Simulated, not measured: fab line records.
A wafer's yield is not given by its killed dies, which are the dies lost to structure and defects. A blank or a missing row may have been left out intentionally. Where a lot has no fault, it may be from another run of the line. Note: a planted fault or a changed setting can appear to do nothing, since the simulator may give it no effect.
Lot-split experiment    flow n5-finfet    21 wafers read across 7 lots, on a route 1938 steps long

== THE SPLIT ==
At N5_SD_EPI_P_ETCH_16 (etches SiO2 in CHF3/O2, target depth 5 nm), the setting target-depth-a was moved away from the recipe's 50 angstrom on 6 of the 21 wafers read, by -9.4% to +9.0%. The other wafers ran this setting at the recipe's value.

The reading comes from the split's own step.

== THE READING ==
etch.depth-nm (the simulator's own value, which no gauge read), in nm, at N5_SD_EPI_P_ETCH_16 (etches SiO2 in CHF3/O2, target depth 5 nm). There is no usual value for it anywhere in the file. Across the 15 wafers here that went through the recipe, the average is 4.961 nm and the standard deviation 0.067 nm.

wafer   tool, chamber at the split  target-depth-a as run, angstrom  against the recipe  etch.depth-nm, nm  against lot-mates on the recipe
L075.1  rie-diel-04, 0              50                               recipe              5.011              -
L075.2  rie-diel-04, 2              50                               recipe              4.964              -
L075.6  rie-diel-04, 1              52.45                            +4.9%               5.245              +0.257
L081.1  rie-diel-05, 3              50                               recipe              4.943              -
L081.3  rie-diel-05, 2              50                               recipe              4.988              -
L081.6  rie-diel-05, 3              50                               recipe              4.978              -
L082.1  rie-diel-05, 0              50                               recipe              5.106              -
L082.3  rie-diel-05, 3              47.87                            -4.3%               4.732              -0.310
L082.5  rie-diel-05, 3              50                               recipe              4.978              -
L083.2  rie-diel-05, 1              50                               recipe              4.831              -
L083.4  rie-diel-05, 2              50                               recipe              4.974              -
L083.6  rie-diel-05, 1              54.52                            +9.0%               5.311              +0.409
L084.2  rie-diel-04, 3              50                               recipe              4.845              -
L084.5  rie-diel-04, 2              50                               recipe              4.96               -
L084.6  rie-diel-04, 1              50                               recipe              4.865              -
L087.3  rie-diel-04, 3              45.3                             -9.4%               4.402              -0.579
L087.4  rie-diel-04, 1              50                               recipe              4.971              -
L087.5  rie-diel-04, 1              50                               recipe              4.99               -
L089.1  rie-diel-04, 3              52.48                            +5.0%               5.139              +0.134
L089.5  rie-diel-04, 2              50                               recipe              5.005              -
L089.6  rie-diel-04, 3              52.48                            +5.0%               5.098              +0.093

THE FIT
A straight line over all 21 wafers: etch.depth-nm changes by +0.0478 nm for each +1% of target-depth-a; r = +0.93; the points scatter about the line by 0.072 nm.
The same after taking each lot's own level away (the mean of its wafers on the recipe; 21 wafers): +0.05 nm for each +1%; r = +0.95; scatter 0.063 nm.
On that fit, the largest move of target-depth-a shifts the reading by 0.47 nm.
From 4.8900 to 5.0420 nm: that is the span of the lots' own levels, equal to 2.3 times the standard deviation above.
Consequently the slope shifts little with the lot-to-lot level, the two slopes agreeing.
Check: -0.432 nm against its lot-mates is what the line predicts for one of the wafers moved furthest among these (-9.4%) when that wafer is left out of the fit. Against them it came out at -0.579 nm.

== FURTHER SPLITS ON THESE WAFERS ==
Note: prior to the reading, these wafers also went through further splits. Each is held against what the fit with the lots' levels taken away leaves over:
other split on the same wafers             wafers away from the commonest value  r with etch.depth-nm (lot level and that fit taken away)
N5_ZERO_LAYER_DEVELOP_10 develop-time-s    7                                     -0.42
N5_PMOS_HMC_CHANNEL_EPI_EXPOSE_06 dose-mj  7                                     -0.24
N5_FIN_CUT_COAT_02 spin-rpm                8                                     +0.13
N5_DUMMY_GATE_COAT_34 spin-rpm             6                                     +0.12
N5_DUMMY_GATE_COAT_28 spin-rpm             10                                    +0.17
N5_SD_EPI_P_PEB_07 peb-time-s              2                                     +0.27

== FILE'S OWN FIT ==
etch.depth-nm changes by +0.0518 nm for each +1% of target-depth-a, r = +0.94.
